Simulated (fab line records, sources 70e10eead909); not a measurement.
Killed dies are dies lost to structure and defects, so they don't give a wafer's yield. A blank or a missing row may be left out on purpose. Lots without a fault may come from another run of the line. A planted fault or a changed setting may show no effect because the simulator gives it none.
fab line records | flow nand_harc | part 2 of 2: steps 30 to 33 of 33
record lots=5 wafers=15 last_day=33
route steps=1302 shown A_ONON_D2@555 A_CHANNEL_HOLE_D2@570
lots that met no fault: from a run of the same line without faults
start_h: hours from the record's first day to the start of the lot's first wafer shown | wait_h: hours since the lot's step before | " the same as in the row above | L1.1+2: a row that stands for several wafers | - no value, or no start given | * or withheld: withheld | < > ~ a bound
route shown NAME@n: a module of which the file shows steps, and the number in the route of the first | usual: mean/standard deviation of fault-free wafers | same: alike in all rows | chamber/n: place in a boat | sites: the reading at each site | _std_site: their standard deviation | _edge_site: outer sites' mean less inner sites' | radius_mm: how far each site lies from the wafer's centre | mask NAME#n: copy n | behind: the tool/chamber that last shaped the wafer | hold: why the lot was held/for how many hours/how that ended | device: the transistor (n, p or np) that didn't switch | end of line: the same wafers' tests at the end of the route | a step without rows: its recipe alone | killed: dies lost to structure and defects at the first sort, not the wafer's yield | map: a wafer's dies, x killed, . not, _ none there
set.NAME: the setting as run; set.NAME@STEP: as run at that earlier step | model.NAME: the simulator's own value behind a step, which no gauge read
lots at some steps of the route; a table a step, a row a wafer
services: from which hour (start_h, from the record's first day; less than 0 if before it) a tool's chamber was out of use, for how many hours, and why
## steps
# step NHARC_A_CHANNEL_HOLE_D2_DESCUM_15
# recipe time_s=3 o2_flow_sccm=200 ar_flow_sccm=0 bias_power_w=0 chemistry=O2
# usual drypump_motor_current_A=5.6/0.6 mfc_ar_sccm=0.010/0.014 oes_product_au=1.000/0.007 rf_vpp_V=58.2/0.87 showerhead_plenum_p_Torr=1.98/0.062 throttle_valve_pct=11.310/0.0087
# columns lot.wafer tool chamber start_h wait_h drypump_motor_current_A mfc_ar_sccm oes_product_au rf_hours_counter_h rf_vpp_V showerhead_plenum_p_Torr throttle_valve_pct
L080.2 rie_diel-09 0 342.94 0.1 5.5 0.000 0.999 2.4 58.5 1.96 11.309
L080.1 " 1 " " 5.2 0 1.003 2.6 58.3 2.05 11.305
L080.3 " 3 " " 5.8 0 1.004 2.3 57.7 2.00 11.312
L085.4 rie_diel-07 3 405.35 0.1 6.3 0.015 0.988 7.0 57.0 1.95 11.319
L085.1 " 2 " " 4.6 0.034 0.993 6.4 56.6 2.00 11.321
L085.5 " 0 " " 5.8 0 0.990 - 57.3 1.96 11.294
L090.4 rie_diel-09 2 464.45 0.1 4.8 0 0.996 6.2 58.2 2.01 11.321
L090.1 " 0 " " 5.5 0.000 1.004 8.5 57.3 1.96 11.301
L090.6 " 2 " " 4.8 0 0.993 - 59.1 2.01 11.317
L094.2 rie_diel-07 1 483.65 0.1 6.4 0 1.011 0.6 59.4 2.04 11.307
L094.1 " 2 " " 4.6 0.034 1.004 0.7 58.9 2.00 11.324
L094.6 " 1 " " 6.4 0 1.012 - 57.8 2.04 11.319
L096.4 rie_diel-07 3 519.22 0.1 6.3 0.015 1.004 2.7 57.4 1.94 11.288
L096.2 " 0 " " 5.8 0 0.993 2.4 58.9 1.95 11.293
L096.6 " 3 " " 6.3 0.015 0.995 - 58.6 1.94 11.299
# step NHARC_A_CHANNEL_HOLE_D2_ETCH_38
# recipe target_depth_a=390 over_etch_frac=0.3 time_s=65 ion_energy_ev=80 cf4_flow_sccm=150 ar_flow_sccm=0 rf_w=300 bias_w=100 chemistry=CF4
# usual drypump_motor_current_A=5.6/0.6 mfc_ar_sccm=0.010/0.014 oes_product_au=1.000/0.0077 rf_vpp_V=151.9/1.1 showerhead_plenum_p_Torr=1.83/0.052 throttle_valve_pct=13.283/0.0091
# columns lot.wafer tool chamber start_h wait_h drypump_motor_current_A mfc_ar_sccm oes_product_au rf_hours_counter_h rf_vpp_V showerhead_plenum_p_Torr throttle_valve_pct
L080.2 rie_diel-09 0 343.04 0.1 5.5 0.000 1.000 2.4 151.8 1.81 13.297
L080.3 " 1 " " 5.2 0 1.004 2.6 151.6 1.89 13.277
L080.1 " 3 " " 5.9 0 0.993 2.4 151.6 1.84 13.280
L085.1 rie_diel-07 1 405.45 0.1 6.4 0 1.013 5.5 152.0 1.88 13.265
L085.4 " 2 " " 4.6 0.034 0.993 6.5 152.4 1.84 13.288
L085.5 " 3 " " 6.3 0.015 1.005 - 151.7 1.80 13.278
L090.1 rie_diel-09 3 464.53 0.1 5.8 0 0.989 9.5 151.6 1.84 13.292
L090.4 " 1 " " 5.2 0 1.003 9.0 153.4 1.89 13.285
L090.6 " 3 " " 5.8 0 0.994 - 151.6 1.84 13.294
L094.2 rie_diel-07 1 483.74 0.1 6.4 0 1.019 0.6 153.6 1.88 13.286
L094.1 " 3 " " 6.3 0.015 1.011 0.5 151.0 1.79 13.296
L094.6 " 2 " " 4.6 0.034 1.012 - 152.2 1.84 13.276
L096.4 rie_diel-07 1 519.31 0.1 6.4 0 1.004 2.6 152.5 1.88 13.280
L096.2 " 2 " " 4.6 0.034 1.015 2.9 153.9 1.84 13.274
L096.6 " 0 " " 5.8 0 0.999 - 151.7 1.80 13.295
# step NHARC_A_CHANNEL_HOLE_D2_ETCH_39
# recipe target_depth_a=2600 over_etch_frac=0.3 time_s=325 ion_energy_ev=200 n2_flow_sccm=150 h2_flow_sccm=150 ar_flow_sccm=0 rf_w=400 bias_w=150 chemistry=N2/H2
# usual drypump_motor_current_A=5.6/0.59 mfc_ar_sccm=0.010/0.014 oes_product_au=1.000/0.0067 rf_vpp_V=432.6/2 showerhead_plenum_p_Torr=2.11/0.068 throttle_valve_pct=14.173/0.01
# columns lot.wafer tool chamber start_h wait_h drypump_motor_current_A mfc_ar_sccm oes_product_au rf_hours_counter_h rf_vpp_V showerhead_plenum_p_Torr throttle_valve_pct
L080.2 rie_diel-09 1 - - 5.2 0 1.005 2.7 436.1 2.19 14.167
L080.3 " 3 " " 5.8 0 1.006 2.4 432.8 2.13 14.188
L080.1 " 0 " " 5.5 0.000 1.003 2.5 431.8 2.09 14.177
L085.1 rie_diel-07 0 - - 5.9 0 0.992 6.8 431.4 2.09 14.164
L085.4 " 2 " " 4.6 0.034 0.998 6.5 434.1 2.14 14.196
L085.5 " 1 " " 6.4 0 1.013 - 433.7 2.18 14.179
L090.4 rie_diel-09 3 - - 5.8 0 0.998 9.6 433.4 2.13 14.162
L090.1 " 0 " " 5.5 0.000 1.006 8.5 433.3 2.09 14.156
L090.6 " 1 " " 5.2 0 1.002 - 433.2 2.19 14.194
L094.1 rie_diel-07 0 - - 5.8 0 0.996 0.4 432.3 2.08 14.176
L094.2 " 1 " " 6.4 0 1.006 0.7 434.7 2.18 14.175
L094.6 " 1 " " 6.4 0 1.003 - 434.9 2.18 14.172
L096.4 rie_diel-07 1 - - 6.3 0 0.995 2.6 434.2 2.18 14.185
L096.2 " 2 " " 4.6 0.034 0.992 2.9 434.1 2.13 14.174
L096.6 " 0 " " 5.8 0 0.992 - 432.2 2.08 14.167
# step NHARC_A_CHANNEL_HOLE_D2_ETCH_34
# recipe target_depth_a=1540 time_s=77 cf4_flow_sccm=100 chf3_flow_sccm=30 ar_flow_sccm=0 rf_w=500 bias_w=200 chemistry=CF4/CHF3
# usual chf3_flow_sccm=30.01/0.1 drypump_motor_current_A=5.6/0.59 mfc_ar_sccm=0.010/0.014 oes_product_au=0.957/0.02 rf_vpp_V=372.3/1.9 showerhead_plenum_p_Torr=1.63/0.048 throttle_valve_pct=16.803/0.0081
# columns lot.wafer tool chamber start_h wait_h chf3_flow_sccm drypump_motor_current_A mfc_ar_sccm oes_product_au rf_hours_counter_h rf_vpp_V showerhead_plenum_p_Torr throttle_valve_pct
L080.1 rie_diel-09 1 - - 30.13 5.2 0 0.976 2.8 373.7 1.68 16.808
L080.2 " 3 " " 30.04 5.8 0 0.967 2.6 373.7 1.64 16.802
L080.3 " 0 " " 30.04 5.5 0.000 0.960 2.6 371.7 1.61 16.808
L085.4 rie_diel-07 3 - - 30.06 6.3 0.015 0.942 7.1 371.5 1.60 16.819
L085.1 " 1 " " 29.97 6.4 0 0.953 5.7 374.3 1.67 16.801
L085.5 " 3 " " 29.89 6.3 0.015 0.929 - 370.9 1.60 16.805
L090.4 rie_diel-09 3 - - 30.15 5.8 0 0.966 9.6 372.7 1.64 16.808
L090.1 " 0 " " 30.17 5.5 0.000 0.981 8.6 371.4 1.61 16.804
L090.6 " 1 " " 29.89 5.2 0 0.964 - 374.0 1.68 16.797
L094.2 rie_diel-07 3 - - 29.98 6.2 0.015 0.979 0.6 370.4 1.60 16.807
L094.1 " 0 " " 29.92 5.8 0 0.983 0.6 371.9 1.61 16.806
L094.6 " 2 " " 30.21 4.6 0.034 0.975 - 372.1 1.64 16.792
L096.2 rie_diel-07 2 - - 29.93 4.6 0.034 0.971 3.0 373.3 1.64 16.809
L096.4 " 3 " " 30.01 6.2 0.015 0.959 2.8 371.0 1.60 16.799
L096.6 " 2 " " 29.95 4.6 0.034 0.970 - 371.7 1.64 16.811
## services
# columns tool chamber start_h hours kind
pecvd_onon-04 - 311.00 13.0 pm
rie_diel-09 - 320.11 9.0 pm
pecvd-03 2 326.93 5.9 repair
arfi_scanner-01 - 326.94 0.4 repair
litho_track-01 - 330.01 7.0 pm
pecvd-03 - 330.68 2.4 repair
rie_diel-09 2 333.18 19.9 repair
arfi_scanner-01 - 333.94 0.2 repair
arfi_scanner-03 - 338.14 0.5 repair
litho_track-06 - 354.00 7.0 pm
pecvd_onon-02 - 366.08 13.0 pm
pecvd-03 - 366.31 13.0 pm
arfi_scanner-01 - 366.43 0.2 repair
litho_track-04 - 378.00 7.0 pm
rie_diel-09 - 407.66 1.2 repair
pecvd-02 - 408.11 13.0 pm
rie_diel-09 - 422.98 0.3 repair
pecvd-04 - 450.06 13.0 pm
pecvd_onon-01 - 450.43 13.0 pm
rie_diel-07 - 471.21 9.0 pm
rie_diel-09 - 477.43 0.3 repair
pecvd_onon-04 - 492.00 13.0 pm
rie_diel-09 - 497.11 9.0 pm
litho_track-01 - 505.01 7.0 pm
